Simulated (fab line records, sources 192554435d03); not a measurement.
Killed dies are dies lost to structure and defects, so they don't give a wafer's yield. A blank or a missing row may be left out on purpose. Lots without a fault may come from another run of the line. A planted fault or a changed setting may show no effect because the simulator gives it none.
fab line records | flow n5_finfet
record lots=5 wafers=15 last_day=20
route steps=1938 shown BEOL_M1@814 BEOL_M2@841
lots that met no fault: from a run of the same line without faults
start_h: hours from the record's first day to the start of the lot's first wafer shown | wait_h: hours since the lot's step before | " the same as in the row above | L1.1+2: a row that stands for several wafers | - no value, or no start given | * or withheld: withheld | < > ~ a bound
route shown NAME@n: a module of which the file shows steps, and the number in the route of the first | usual: mean/standard deviation of fault-free wafers | same: alike in all rows | chamber/n: place in a boat | sites: the reading at each site | _std_site: their standard deviation | _edge_site: outer sites' mean less inner sites' | radius_mm: how far each site lies from the wafer's centre | mask NAME#n: copy n | behind: the tool/chamber that last shaped the wafer | hold: why the lot was held/for how many hours/how that ended | device: the transistor (n, p or np) that didn't switch | end of line: the same wafers' tests at the end of the route | a step without rows: its recipe alone | killed: dies lost to structure and defects at the first sort, not the wafer's yield | map: a wafer's dies, x killed, . not, _ none there
set.NAME: the setting as run; set.NAME@STEP: as run at that earlier step | model.NAME: the simulator's own value behind a step, which no gauge read
lots at some steps of the route; a table a step, a row a wafer
services: from which hour (start_h, from the record's first day; less than 0 if before it) a tool's chamber was out of use, for how many hours, and why
## steps
# step N5_BEOL_M1_SPUTTER_48
# recipe material=Cu target_thk_a=45 temp_c=-20 chamber_pressure_pa=0.07 power_w=withheld time_s=8.29
# usual substrate_temp_c=-20.00/0.1 throttle_valve_pct=30.0/1.2
# columns lot.wafer tool chamber start_h wait_h substrate_temp_c throttle_valve_pct
L086.1 pvd_sputter-03 - 202.13 0.1 -19.98 31.0
L086.5 " - " " -19.96 32.2
L086.6 " - " " -20.04 31.1
L091.2 pvd_sputter-01 - 276.09 0.1 -19.99 28.3
L091.4 " - " " -19.90 28.9
L091.5 " - " " -20.00 30.0
L095.1 pvd_sputter-01 - 279.35 0.2 -19.99 29.9
L095.2 " - " " -19.81 28.1
L095.3 " - " " -20.11 30.4
L096.1 pvd_sputter-03 - 281.50 1.6 -19.98 31.0
L096.4 " - " " -20.28 29.3
L096.5 " - " " -19.98 29.1
L097.3 pvd_sputter-03 - 286.62 0.1 -19.99 31.2
L097.4 " - " " -20.07 29.3
L097.6 " - " " -19.96 32.2
# step N5_BEOL_M1_ANNEAL_49
# recipe temp_c=400 time_s=240 ambient=vacuum
# usual heater_power_w=863/93
# columns lot.wafer tool chamber start_h wait_h heater_power_w
L086.1 pvd_sputter-03 - 202.21 0.0 1021
L086.5 " - " " 840
L086.6 " - " " 1001
L091.2 pvd_sputter-01 - 276.17 0.0 782
L091.4 " - " " 766
L091.5 " - " " 976
L095.1 pvd_sputter-01 - 279.43 0.0 984
L095.2 " - " " 816
L095.3 " - " " 855
L096.1 pvd_sputter-03 - 281.58 0.0 1009
L096.4 " - " " 753
L096.5 " - " " 733
L097.3 pvd_sputter-03 - 286.70 0.0 1012
L097.4 " - " " 765
L097.6 " - " " 820
# step N5_BEOL_M1_SPUTTER_79
# recipe material=Cu target_thk_a=45 temp_c=-20 chamber_pressure_pa=0.07 power_w=withheld time_s=8.29
# usual substrate_temp_c=-19.99/0.11 throttle_valve_pct=30.0/1.2
# columns lot.wafer tool chamber start_h wait_h substrate_temp_c throttle_valve_pct
L086.1 pvd_sputter-03 - 202.35 0.1 -19.96 31.4
L086.5 " - " " -19.92 32.2
L086.6 " - " " -19.99 31.1
L091.2 pvd_sputter-01 - 276.31 0.1 -20.32 28.3
L091.4 " - " " -19.91 29.0
L091.5 " - " " -19.97 29.9
L095.1 pvd_sputter-01 - 279.57 0.1 -19.87 30.0
L095.2 " - " " -19.95 28.5
L095.3 " - " " -19.93 30.6
L096.1 pvd_sputter-03 - 281.72 0.1 -19.98 31.1
L096.4 " - " " -19.88 29.3
L096.5 " - " " -20.10 29.5
L097.3 pvd_sputter-03 - 286.84 0.1 -19.98 31.0
L097.4 " - " " -20.05 29.5
L097.6 " - " " -20.06 32.2
# step N5_BEOL_M1_ANNEAL_80
# recipe temp_c=400 time_s=240 ambient=vacuum
# usual heater_power_w=865/97
# columns lot.wafer tool chamber start_h wait_h heater_power_w
L086.1 pvd_sputter-03 - 202.43 0.0 1025
L086.5 " - " " 838
L086.6 " - " " 1029
L091.2 pvd_sputter-01 - 276.39 0.0 803
L091.4 " - " " 768
L091.5 " - " " 980
L095.1 pvd_sputter-01 - 279.65 0.0 987
L095.2 " - " " 786
L095.3 " - " " 867
L096.1 pvd_sputter-03 - 281.80 0.0 1033
L096.4 " - " " 760
L096.5 " - " " 749
L097.3 pvd_sputter-03 - 286.92 0.0 1028
L097.4 " - " " 768
L097.6 " - " " 831
# step N5_BEOL_M1_SPUTTER_81
# recipe material=Cu target_thk_a=45 temp_c=-20 chamber_pressure_pa=0.07 power_w=withheld time_s=8.29
# usual substrate_temp_c=-20.00/0.11 throttle_valve_pct=30.0/1.2
# columns lot.wafer tool chamber start_h wait_h substrate_temp_c throttle_valve_pct
L086.1 pvd_sputter-03 - 202.57 0.1 -19.93 31.2
L086.5 " - " " -19.85 32.3
L086.6 " - " " -19.99 31.0
L091.2 pvd_sputter-01 - 276.53 0.1 -19.93 28.3
L091.4 " - " " -20.07 29.0
L091.5 " - " " -20.16 29.9
L095.1 pvd_sputter-01 - 279.79 0.1 -19.96 30.1
L095.2 " - " " -19.87 28.3
L095.3 " - " " -20.14 30.2
L096.1 pvd_sputter-03 - 281.94 0.1 -20.04 31.2
L096.4 " - " " -19.93 28.9
L096.5 " - " " -20.07 29.3
L097.3 pvd_sputter-03 - 287.06 0.1 -19.94 30.9
L097.4 " - " " -20.15 29.5
L097.6 " - " " -19.86 32.4
# step N5_BEOL_M1_ANNEAL_82
# recipe temp_c=400 time_s=240 ambient=vacuum
# usual heater_power_w=865/94
# columns lot.wafer tool chamber start_h wait_h heater_power_w
L086.1 pvd_sputter-03 - 202.65 0.0 1047
L086.5 " - " " 828
L086.6 " - " " 1057
L091.2 pvd_sputter-01 - 276.61 0.0 802
L091.4 " - " " 752
L091.5 " - " " 1017
L095.1 pvd_sputter-01 - 279.87 0.0 979
L095.2 " - " " 801
L095.3 " - " " 867
L096.1 pvd_sputter-03 - 282.02 0.0 1024
L096.4 " - " " 752
L096.5 " - " " 758
L097.3 pvd_sputter-03 - 287.14 0.0 1049
L097.4 " - " " 771
L097.6 " - " " 825
# step N5_BEOL_M1_SPUTTER_86
# recipe material=Cu target_thk_a=45 temp_c=-20 chamber_pressure_pa=0.07 power_w=withheld time_s=8.29
# usual substrate_temp_c=-20.01/0.1 throttle_valve_pct=30.0/1.2
# columns lot.wafer tool chamber start_h wait_h substrate_temp_c throttle_valve_pct
L086.1 pvd_sputter-03 - 202.79 0.1 -19.97 31.3
L086.5 " - " " -19.90 32.2
L086.6 " - " " -20.12 31.3
L091.2 pvd_sputter-01 - 276.75 0.1 -20.03 28.1
L091.4 " - " " -19.92 28.9
L091.5 " - " " -19.83 30.0
L095.1 pvd_sputter-01 - 280.01 0.1 -19.96 29.8
L095.2 " - " " -19.89 28.4
L095.3 " - " " -19.99 30.5
L096.1 pvd_sputter-03 - 282.16 0.1 -20.12 31.1
L096.4 " - " " -19.97 29.1
L096.5 " - " " -19.83 29.2
L097.3 pvd_sputter-03 - 287.28 0.1 -20.16 31.1
L097.4 " - " " -20.05 29.2
L097.6 " - " " -19.81 32.0
# step N5_BEOL_M1_ANNEAL_87
# recipe temp_c=400 time_s=240 ambient=vacuum
# usual heater_power_w=864/95
# columns lot.wafer tool chamber start_h wait_h heater_power_w
L086.1 pvd_sputter-03 - 202.87 0.0 1031
L086.5 " - " " 831
L086.6 " - " " 1013
L091.2 pvd_sputter-01 - 276.83 0.0 806
L091.4 " - " " 772
L091.5 " - " " 996
L095.1 pvd_sputter-01 - 280.09 0.0 982
L095.2 " - " " 816
L095.3 " - " " 858
L096.1 pvd_sputter-03 - 282.24 0.0 1062
L096.4 " - " " 761
L096.5 " - " " 753
L097.3 pvd_sputter-03 - 287.36 0.0 1026
L097.4 " - " " 752
L097.6 " - " " 814
# step N5_BEOL_M1_SPUTTER_88
# recipe material=Cu target_thk_a=45 temp_c=-20 chamber_pressure_pa=0.07 power_w=withheld time_s=8.29
# usual substrate_temp_c=-20.00/0.1 throttle_valve_pct=30.0/1.2
# columns lot.wafer tool chamber start_h wait_h substrate_temp_c throttle_valve_pct
L086.1 pvd_sputter-03 - 203.01 0.1 -20.06 30.9
L086.5 " - " " -19.91 32.3
L086.6 " - " " -19.98 31.2
L091.2 pvd_sputter-01 - 276.97 0.1 -19.92 28.4
L091.4 " - " " -19.81 28.8
L091.5 " - " " -19.99 30.0
L095.1 pvd_sputter-01 - 280.23 0.1 -19.97 29.9
L095.2 " - " " -19.98 28.0
L095.3 " - " " -20.12 30.2
L096.1 pvd_sputter-03 - 282.38 0.1 -20.19 31.3
L096.4 " - " " -20.18 29.4
L096.5 " - " " -20.12 29.2
L097.3 pvd_sputter-03 - 287.50 0.1 -19.99 31.2
L097.4 " - " " -20.17 29.2
L097.6 " - " " -20.10 32.3
# step N5_BEOL_M1_ANNEAL_89
# recipe temp_c=400 time_s=240 ambient=vacuum
# usual heater_power_w=862/95
# columns lot.wafer tool chamber start_h wait_h heater_power_w
L086.1 pvd_sputter-03 - 203.09 0.0 1022
L086.5 " - " " 830
L086.6 " - " " 1023
L091.2 pvd_sputter-01 - 277.05 0.0 800
L091.4 " - " " 767
L091.5 " - " " 1000
L095.1 pvd_sputter-01 - 280.31 0.0 996
L095.2 " - " " 809
L095.3 " - " " 844
L096.1 pvd_sputter-03 - 282.46 0.0 1019
L096.4 " - " " 731
L096.5 " - " " 765
L097.3 pvd_sputter-03 - 287.58 0.0 1030
L097.4 " - " " 753
L097.6 " - " " 815
# step N5_BEOL_M1_SPUTTER_90
# recipe material=Cu target_thk_a=45 temp_c=-20 chamber_pressure_pa=0.07 power_w=withheld time_s=8.29
# usual substrate_temp_c=-20.01/0.11 throttle_valve_pct=30.0/1.2
# columns lot.wafer tool chamber start_h wait_h substrate_temp_c throttle_valve_pct
L086.1 pvd_sputter-03 - 203.23 0.1 -20.07 31.1
L086.5 " - " " -19.87 32.1
L086.6 " - " " -20.11 31.2
L091.2 pvd_sputter-01 - 277.19 0.1 -20.08 28.4
L091.4 " - " " -20.04 29.1
L091.5 " - " " -20.21 30.2
L095.1 pvd_sputter-01 - 280.45 0.1 -20.03 29.8
L095.2 " - " " -19.95 28.0
L095.3 " - " " -20.12 30.5
L096.1 pvd_sputter-03 - 282.60 0.1 -20.19 30.9
L096.4 " - " " -20.01 29.3
L096.5 " - " " -20.17 29.3
L097.3 pvd_sputter-03 - 287.72 0.1 -19.98 31.4
L097.4 " - " " -19.95 29.4
L097.6 " - " " -19.96 32.2
# step N5_BEOL_M1_ANNEAL_91
# recipe temp_c=400 time_s=240 ambient=vacuum
# usual heater_power_w=865/95
# columns lot.wafer tool chamber start_h wait_h heater_power_w
L086.1 pvd_sputter-03 - 203.31 0.0 1035
L086.5 " - " " 828
L086.6 " - " " 1022
L091.2 pvd_sputter-01 - 277.27 0.0 808
L091.4 " - " " 765
L091.5 " - " " 978
L095.1 pvd_sputter-01 - 280.53 0.0 965
L095.2 " - " " 789
L095.3 " - " " 878
L096.1 pvd_sputter-03 - 282.68 0.0 1037
L096.4 " - " " 768
L096.5 " - " " 750
L097.3 pvd_sputter-03 - 287.80 0.0 1022
L097.4 " - " " 746
L097.6 " - " " 831
# step N5_BEOL_M1_SPUTTER_92
# recipe material=Cu target_thk_a=45 temp_c=-20 chamber_pressure_pa=0.07 power_w=withheld time_s=8.29
# usual substrate_temp_c=-20.01/0.1 throttle_valve_pct=30.0/1.2
# columns lot.wafer tool chamber start_h wait_h substrate_temp_c throttle_valve_pct
L086.1 pvd_sputter-03 - 203.45 0.1 -20.02 31.1
L086.5 " - " " -20.08 32.3
L086.6 " - " " -20.01 31.3
L091.2 pvd_sputter-01 - 277.41 0.1 -20.17 28.2
L091.4 " - " " -20.08 28.8
L091.5 " - " " -20.00 29.9
L095.1 pvd_sputter-01 - 280.67 0.1 -19.99 29.7
L095.2 " - " " -19.92 28.1
L095.3 " - " " -20.04 30.6
L096.1 pvd_sputter-03 - 282.82 0.1 -20.09 31.3
L096.4 " - " " -19.97 29.2
L096.5 " - " " -19.97 29.3
L097.3 pvd_sputter-03 - 287.94 0.1 -19.88 31.2
L097.4 " - " " -20.10 29.4
L097.6 " - " " -19.94 32.3
# step N5_BEOL_M1_ANNEAL_93
# recipe temp_c=400 time_s=240 ambient=vacuum
# usual heater_power_w=864/97
# columns lot.wafer tool chamber start_h wait_h heater_power_w
L086.1 pvd_sputter-03 - 203.53 0.0 1023
L086.5 " - " " 831
L086.6 " - " " 1032
L091.2 pvd_sputter-01 - 277.49 0.0 804
L091.4 " - " " 754
L091.5 " - " " 976
L095.1 pvd_sputter-01 - 280.75 0.0 1000
L095.2 " - " " 804
L095.3 " - " " 860
L096.1 pvd_sputter-03 - 282.90 0.0 999
L096.4 " - " " 740
L096.5 " - " " 746
L097.3 pvd_sputter-03 - 288.02 0.0 1048
L097.4 " - " " 775
L097.6 " - " " 822
# step N5_BEOL_M1_SPUTTER_94
# recipe material=Cu target_thk_a=45 temp_c=-20 chamber_pressure_pa=0.07 power_w=withheld time_s=8.29
# usual substrate_temp_c=-20.00/0.098 throttle_valve_pct=30.0/1.2
# columns lot.wafer tool chamber start_h wait_h substrate_temp_c throttle_valve_pct
L086.1 pvd_sputter-03 - 203.67 0.1 -19.87 31.1
L086.5 " - " " -20.09 32.3
L086.6 " - " " -20.11 31.2
L091.2 pvd_sputter-01 - 277.63 0.1 -19.95 28.3
L091.4 " - " " -19.91 28.9
L091.5 " - " " -19.94 29.8
L095.1 pvd_sputter-01 - 280.89 0.1 -19.88 29.9
L095.2 " - " " -19.93 28.0
L095.3 " - " " -20.03 30.5
L096.1 pvd_sputter-03 - 283.04 0.1 -20.14 31.2
L096.4 " - " " -20.15 29.3
L096.5 " - " " -20.10 29.1
L097.3 pvd_sputter-03 - 288.16 0.1 -20.04 31.0
L097.4 " - " " -19.93 29.5
L097.6 " - " " -19.99 32.0
# step N5_BEOL_M1_ANNEAL_95
# recipe temp_c=400 time_s=240 ambient=vacuum
# usual heater_power_w=863/96
# columns lot.wafer tool chamber start_h wait_h heater_power_w
L086.1 pvd_sputter-03 - 203.75 0.0 1042
L086.5 " - " " 840
L086.6 " - " " 1013
L091.2 pvd_sputter-01 - 277.71 0.0 796
L091.4 " - " " 760
L091.5 " - " " 1010
L095.1 pvd_sputter-01 - 280.97 0.0 998
L095.2 " - " " 799
L095.3 " - " " 869
L096.1 pvd_sputter-03 - 283.12 0.0 1017
L096.4 " - " " 763
L096.5 " - " " 761
L097.3 pvd_sputter-03 - 288.24 0.0 1038
L097.4 " - " " 761
L097.6 " - " " 844
# step N5_BEOL_M1_SPUTTER_96
# recipe material=Cu target_thk_a=45 temp_c=-20 chamber_pressure_pa=0.07 power_w=withheld time_s=8.29
# usual substrate_temp_c=-19.99/0.1 throttle_valve_pct=30.1/1.2
# columns lot.wafer tool chamber start_h wait_h substrate_temp_c throttle_valve_pct
L086.1 pvd_sputter-03 - 203.89 0.1 -19.93 31.3
L086.5 " - " " -20.05 32.3
L086.6 " - " " -20.03 30.9
L091.2 pvd_sputter-01 - 277.85 0.1 -19.97 28.2
L091.4 " - " " -19.96 28.9
L091.5 " - " " -20.09 30.3
L095.1 pvd_sputter-01 - 281.11 0.1 -19.86 29.9
L095.2 " - " " -20.04 28.0
L095.3 " - " " -20.04 30.8
L096.1 pvd_sputter-03 - 283.26 0.1 -19.99 31.3
L096.4 " - " " -19.89 29.6
L096.5 " - " " -19.93 29.3
L097.3 pvd_sputter-03 - 288.38 0.1 -19.97 31.0
L097.4 " - " " -20.08 29.5
L097.6 " - " " -20.00 32.3
# step N5_BEOL_M1_ECD_50
# recipe material=Cu target_thk_a=3000
# columns lot.wafer tool chamber start_h wait_h
L086.1+5+6 ecd_cu-02 0,0,1 204.01 0.1
L091.2+4+5 ecd_cu-01 0,1,0 277.97 0.1
L095.1+2+3 ecd_cu-02 1,0,0 281.23 0.1
L096.1+4+5 ecd_cu-02 1,0,1 283.38 0.1
L097.3+4+6 ecd_cu-02 1,0,1 288.52 0.1
# step N5_BEOL_M1_ANNEAL_51
# recipe temp_c=225 time_s=90 ambient=N2
# usual wafer_temp_C_max=226.1/0.33
# columns lot.wafer tool chamber start_h wait_h wafer_temp_C_max
L086.1 rtp_anneal-01 0 204.10 0.1 226.0
L086.5 " 0 " " 226.0
L086.6 " 0 " " 225.7
L091.2 rtp_anneal-01 0 278.14 0.2 225.7
L091.4 " 0 " " 225.7
L091.5 " 0 " " 225.9
L095.1 rtp_anneal-01 0 281.35 0.1 225.6
L095.2 " 0 " " 225.7
L095.3 " 0 " " 225.7
L096.1 rtp_anneal-02 0 283.46 0.1 226.4
L096.4 " 0 " " 226.3
L096.5 " 0 " " 226.6
L097.3 rtp_anneal-02 0 288.77 0.2 225.9
L097.4 " 0 " " 226.4
L097.6 " 0 " " 226.3
# step N5_BEOL_M1_CMP_52
# recipe stop_on=SiOC t_overpolish_s=6.8 down_force_psi=1 platen_rpm=50 clearing_platen_down_force_psi=1.5 clearing_platen_rpm=50 post_cmp_clean=cu_alkaline target_thk_nm=40 clearing_platen_pad_velocity_m_s=0.99484 pad_velocity_m_s=0.99484
# usual barrier_field_endpoint_s=24.7/0.42 clearing_platen_rpm=50.00/0.03 head_pressure_psi=1.0001/0.0024 motor_current_A=5.9/0.8 overpolish_run_s=6.800/0.009 slurry_filter_dp_kPa=13.49/0.14 time_to_endpoint_s=62.7/2.2
# same t_overpolish_s=6.8
# columns lot.wafer tool chamber start_h wait_h barrier_field_endpoint_s clearing_platen_rpm head_pressure_psi motor_current_A overpolish_run_s slurry_filter_dp_kPa time_to_endpoint_s
L086.1 cmp-01 2 204.44 0.3 24.3 49.99 0.9980 5.6 6.809 13.28 60.0
L086.6 " 1 " " 24.6 49.98 0.9982 6.3 6.793 13.46 61.8
L086.5 " 2 " " 24.4 49.99 1.0037 5.6 6.805 13.65 61.4
L091.2 cmp-03 2 278.65 0.4 24.8 50.02 1.0039 7.0 6.808 13.61 66.3
L091.4 " 0 " " 25.0 50.03 1.0018 4.6 6.798 13.42 66.7
L091.5 " 2 " " 25.7 50.04 0.9975 7.4 6.803 13.34 66.5
L095.1 cmp-01 1 282.01 0.6 24.6 49.99 1.0021 6.2 6.793 13.62 66.4
L095.2 " 2 " " 24.4 49.97 1.0012 5.6 6.794 13.51 63.8
L095.3 " 3 " " 24.3 50.02 0.9976 4.6 6.806 13.49 63.6
L096.4 cmp-04 2 283.76 0.1 25.0 50.02 0.9982 5.9 6.810 13.54 62.0
L096.1 " 0 " " 24.7 50.01 1.0059 6.5 6.800 13.38 59.7
L096.5 " 2 " " 24.6 50.02 0.9996 5.9 6.803 13.19 61.6
L097.4 cmp-03 0 288.98 0.1 25.0 49.99 0.9990 4.8 6.818 13.52 62.8
L097.3 " 1 " " 24.5 49.99 1.0026 5.7 6.788 13.85 65.0
L097.6 " 0 " " 24.7 49.98 1.0017 4.7 6.806 13.29 62.7
# step N5_BEOL_M1_THK_MEAS_53
# recipe thk_meas_gauge=xrf reads=Cu_of_BEOL_M1_ECD_50
# usual M1_THK=39.2/1.4
# columns lot.wafer tool chamber start_h wait_h M1_THK[nm]
L086.1 film_metro-02 - 204.70 - 37.3
L086.5 " - " " 37.7
L086.6 " - " " 39.8
L091.2 film_metro-01 - 278.91 - 39.3
L091.4 " - " " 39.6
L091.5 " - " " 41.2
L095.1 film_metro-01 - 282.31 - 39.2
L095.2 " - " " 38.3
L095.3 " - " " 40.5
L096.1 film_metro-01 - 284.05 - 38.8
L096.4 " - " " 40.8
L096.5 " - " " 41.1
L097.3 film_metro-01 - 289.27 - 38.9
L097.4 " - " " 41.7
L097.6 " - " " 39.1
# step N5_BEOL_M1_PRE_CLEAN_60
# recipe gas=NH3/H2 time_s=15 temp_c=* rf_power_w=300
# usual heater_power_w=79/33
# columns lot.wafer tool chamber start_h wait_h heater_power_w since_wet_clean_h
L086.1 cvd_co-01 0 204.73 0.0 144 965
L086.5 " 1 " " 39 -
L086.6 " 2 " " 50 -
L091.2 cvd_co-02 1 278.95 0.0 111 1258
L091.4 " 0 " " 72 -
L091.5 " 2 " " 63 -
L095.1 cvd_co-02 2 282.34 0.0 63 364
L095.2 " 1 " " 107 1261
L095.3 " 0 " " 75 824
L096.1 cvd_co-01 1 284.09 0.0 40 147
L096.4 " 2 " " 52 -
L096.5 " 1 " " 41 -
L097.3 cvd_co-02 1 289.31 0.0 105 1268
L097.4 " 0 " " 73 -
L097.6 " 2 " " 64 -
# step N5_BEOL_M1_CO_CAP_55
# recipe material=Co target_thk_a=20 temp_c=200 precursor=CCTBA/H2 pressure_torr=30 time_s=102.1
# usual heater_power_w=229/42
# columns lot.wafer tool chamber start_h wait_h heater_power_w since_wet_clean_h
L086.1 cvd_co-01 0 204.77 0.0 316 965
L086.5 " 1 " " 178 -
L086.6 " 2 " " 198 -
L091.2 cvd_co-02 1 278.99 0.0 269 1258
L091.4 " 0 " " 220 -
L091.5 " 2 " " 210 -
L095.1 cvd_co-02 2 282.38 0.0 211 364
L095.2 " 1 " " 258 1261
L095.3 " 0 " " 216 824
L096.1 cvd_co-01 1 284.13 0.0 181 147
L096.4 " 2 " " 192 -
L096.5 " 1 " " 183 -
L097.3 cvd_co-02 1 289.35 0.0 264 1268
L097.4 " 0 " " 216 -
L097.6 " 2 " " 206 -
# step N5_BEOL_M1_PRE_CLEAN_56
# recipe gas=NH3 time_s=15 temp_c=withheld rf_power_w=300
# columns lot.wafer tool chamber start_h wait_h since_wet_clean_h
L086.1 pecvd-02 0 204.86 0.1 1271
L086.5 " 0 " " -
L086.6 " 2 " " -
L091.2 pecvd-04 2 279.08 0.1 229
L091.4 " 1 " " -
L091.5 " 0 " " -
L095.1 pecvd-04 0 282.47 0.1 986
L095.2 " 1 " " 1711
L095.3 " 2 " " 232
L096.1 pecvd-02 0 284.22 0.1 1351
L096.4 " 1 " " -
L096.5 " 1 " " -
L097.3 pecvd-04 2 289.45 0.1 -
L097.4 " 1 " " -
L097.6 " 1 " " -
# step N5_BEOL_M1_DEP_57
# recipe material=SiCN target_thk_a=80 temp_c=withheld precursor=3MS/NH3 pressure_torr=3 rf_w=202 time_s=14
# usual showerhead_plenum_p_Torr=3.666/0.012 throttle_valve_pct=9.1/0.63
# columns lot.wafer tool chamber start_h wait_h showerhead_plenum_p_Torr since_wet_clean_h throttle_valve_pct
L086.1 pecvd-02 0 204.89 0.0 3.646 1271 9.3
L086.5 " 0 " " 3.644 - 9.3
L086.6 " 2 " " 3.672 - 8.5
L091.2 pecvd-04 2 279.10 0.0 3.661 229 8.5
L091.4 " 1 " " 3.660 - 8.4
L091.5 " 0 " " 3.678 - 10.2
L095.1 pecvd-04 0 282.50 0.0 3.673 986 10.1
L095.2 " 1 " " 3.665 1711 8.6
L095.3 " 2 " " 3.665 232 8.6
L096.1 pecvd-02 0 284.26 0.0 3.635 1351 9.3
L096.4 " 1 " " 3.676 - 9.7
L096.5 " 1 " " 3.678 - 9.7
L097.3 pecvd-04 2 289.49 0.0 3.656 - 8.6
L097.4 " 1 " " 3.662 - 8.9
L097.6 " 1 " " 3.673 - 8.6
# step N5_BEOL_M1_RS_MEAS_58
# recipe thk_meas_gauge=four-point-probe reads=Co_of_BEOL_M1_CO_CAP_55+Cu_of_BEOL_M1_ECD_50+Co_of_BEOL_M1_CVD_47+TaN_of_BEOL_M1_ALD_84
# usual M1_RS=0.68/0.032
# columns lot.wafer tool chamber start_h wait_h M1_RS[ohm/sq]
L086.1 film_metro-01 - 204.96 0.0 0.73
L086.5 " - " " 0.72
L086.6 " - " " 0.67
L091.2 film_metro-01 - 279.17 0.1 0.68
L091.4 " - " " 0.67
L091.5 " - " " 0.64
L095.1 film_metro-01 - 282.57 0.0 0.68
L095.2 " - " " 0.71
L095.3 " - " " 0.65
L096.1 film_metro-02 - 284.34 0.1 0.69
L096.4 " - " " 0.65
L096.5 " - " " 0.64
L097.3 film_metro-02 - 289.56 0.1 0.69
L097.4 " - " " 0.63
L097.6 " - " " 0.68
# step N5_BEOL_M1_INSPECT_59
# recipe inspect_instrument=darkfield mode=post_dep
# usual raw_defect_count=72/28
# columns lot.wafer tool chamber start_h wait_h raw_defect_count
L086.1 defect_inspect-01 - 204.98 0.0 78
L086.5 " - " " 65
L086.6 " - " " 85
L091.2 defect_inspect-02 - 279.20 0.0 39
L091.4 " - " " 39
L091.5 " - " " 71
L095.1 defect_inspect-01 - 282.59 0.0 84
L095.2 " - " " 125
L095.3 " - " " 54
L096.1 defect_inspect-01 - 284.37 0.0 54
L096.4 " - " " 49
L096.5 " - " " 64
L097.3 defect_inspect-01 - 289.59 0.0 50
L097.4 " - " " 55
L097.6 " - " " 33
# step N5_BEOL_M2_ILD_DEP_00
# recipe material=SiOC target_thk_a=790 temp_c=350 precursor=DEMS/O2 pressure_torr=5 rf_w=500 time_s=15.3
# usual heater_power_w=445/48 showerhead_plenum_p_Torr=5.685/0.017 throttle_valve_pct=12.0/0.57
# columns lot.wafer tool chamber start_h wait_h heater_power_w showerhead_plenum_p_Torr since_wet_clean_h throttle_valve_pct
L086.1 pecvd-03 0 205.02 0.0 402 5.691 1090 11.9
L086.5 " 0 " " 397 5.676 - 11.9
L086.6 " 2 " " 436 5.693 - 11.5
L091.2 pecvd-02 1 279.23 0.0 452 5.724 2071 12.8
L091.4 " 1 " " 462 5.699 - 13.0
L091.5 " 0 " " 486 5.668 - 12.7
L095.1 pecvd-04 2 282.63 0.0 449 5.676 232 11.3
L095.2 " 1 " " 485 5.707 1712 11.6
L095.3 " 0 " " 493 5.697 987 13.2
L096.1 pecvd-03 0 284.40 0.0 386 5.680 1170 12.0
L096.4 " 0 " " 386 5.673 - 11.9
L096.5 " 1 " " 429 5.680 - 12.3
L097.3 pecvd-03 2 289.62 0.0 437 5.672 411 12.0
L097.4 " 1 " " 488 5.672 - 11.8
L097.6 " 2 " " 443 5.695 - 11.7
# step N5_BEOL_M2_THK_MEAS_01
# recipe reads=SiOC_of_BEOL_M2_ILD_DEP_00
# usual M2_ILD_THK=79.0/1
# columns lot.wafer tool chamber start_h wait_h M2_ILD_THK[nm]
L086.1 film_metro-01 - 205.09 0.0 78.8
L086.5 " - " " 79.3
L086.6 " - " " 80.5
L091.2 film_metro-02 - 279.32 0.1 78.0
L091.4 " - " " 78.4
L091.5 " - " " 79.4
L095.1 film_metro-02 - 282.70 0.0 78.8
L095.2 " - " " 78.9
L095.3 " - " " 78.1
L096.1 film_metro-02 - 284.47 0.0 77.7
L096.4 " - " " 79.4
L096.5 " - " " 79.6
L097.3 film_metro-01 - 289.69 0.1 78.2
L097.4 " - " " 79.1
L097.6 " - " " 79.9
# step N5_BEOL_M2_PECVD_72
# recipe material=SiO2 target_thk_a=160 temp_c=400 precursor=TEOS/O2 pressure_torr=5.5 rf_w=450 teos_flow_sccm=53.8 gas=O2 flow_sccm=3000 time_s=18
# usual heater_power_w=678/72 showerhead_plenum_p_Torr=8.76/0.072 throttle_valve_pct=22.6/1.3
# columns lot.wafer tool chamber start_h wait_h heater_power_w showerhead_plenum_p_Torr since_wet_clean_h throttle_valve_pct
L086.1 pecvd-04 2 205.12 0.0 576 8.76 155 21.4
L086.5 " 2 " " 573 8.75 - 21.0
L086.6 " 0 " " 721 8.81 - 24.4
L091.2 pecvd-04 1 279.36 0.0 710 8.80 1708 21.6
L091.4 " 1 " " 709 8.77 - 21.6
L091.5 " 0 " " 674 8.82 - 25.0
L095.1 pecvd-02 0 282.73 0.0 727 8.71 1349 23.6
L095.2 " 1 " " 682 8.86 2074 24.3
L095.3 " 1 " " 672 8.89 - 24.7
L096.1 pecvd-04 0 284.51 0.0 710 8.83 988 24.9
L096.4 " 0 " " 727 8.83 - 24.6
L096.5 " 1 " " 718 8.78 - 21.4
L097.3 pecvd-02 1 289.74 0.0 630 8.87 2081 24.3
L097.4 " 1 " " 624 8.88 - 24.1
L097.6 " 2 " " 748 8.83 - 21.6
# step N5_BEOL_M2_HM_DEP_02
# recipe material=TiN target_thk_a=200 temp_c=25 chamber_pressure_pa=0.49996
# usual substrate_temp_c=24.99/0.1 throttle_valve_pct=29.8/1.1
# columns lot.wafer tool chamber start_h wait_h substrate_temp_c throttle_valve_pct
L086.1 pvd_sputter-01 - 207.05 1.9 24.69 30.6
L086.5 " - " " 25.10 28.3
L086.6 " - " " 25.00 29.1
L091.2 pvd_sputter-02 - 282.32 2.9 24.98 30.0
L091.4 " - " " 24.94 30.2
L091.5 " - " " 24.95 30.1
L095.1 pvd_sputter-01 - 283.35 0.6 25.19 30.1
L095.2 " - " " 24.95 28.7
L095.3 " - " " 25.12 30.0
L096.1 pvd_sputter-01 - 285.81 1.3 24.96 29.8
L096.4 " - " " 25.08 30.1
L096.5 " - " " 25.12 30.0
L097.3 pvd_sputter-03 - 290.38 0.6 24.99 29.0
L097.4 " - " " 25.03 31.0
L097.6 " - " " 25.02 29.2
## services
# columns tool chamber start_h hours kind
cmp-04 - 182.94 5.0 pm
cvd_co-02 - 183.14 0.6 repair
pecvd-04 1 187.08 5.5 scheduled_down
cmp-03 - 188.84 1.4 repair
pecvd-03 - 208.55 0.7 repair
pecvd-03 2 214.61 14.7 repair
cvd_co-01 - 218.09 2.8 repair
rtp_anneal-02 - 226.87 3.0 pm
cvd_co-01 - 232.07 6.9 pm
cmp-01 - 244.45 9.3 pm
cmp-03 - 254.32 4.0 pm
cmp-03 - 258.32 - consumable_replace:conditioner
cmp-03 - 258.32 - consumable_replace:pad
ecd_cu-01 - 258.37 2.3 repair
pecvd-03 0 261.37 5.5 scheduled_down
cmp-01 - 262.96 1.1 repair
pvd_sputter-02 - 265.13 12.8 repair
pecvd-04 1 266.50 2.1 scheduled_down
cmp-04 - 267.99 4.0 pm
cmp-04 - 271.99 - consumable_replace:conditioner
cmp-04 - 271.99 - consumable_replace:pad
pecvd-02 2 278.86 5.5 scheduled_down
pecvd-02 0 284.32 2.1 scheduled_down
## key
fault none
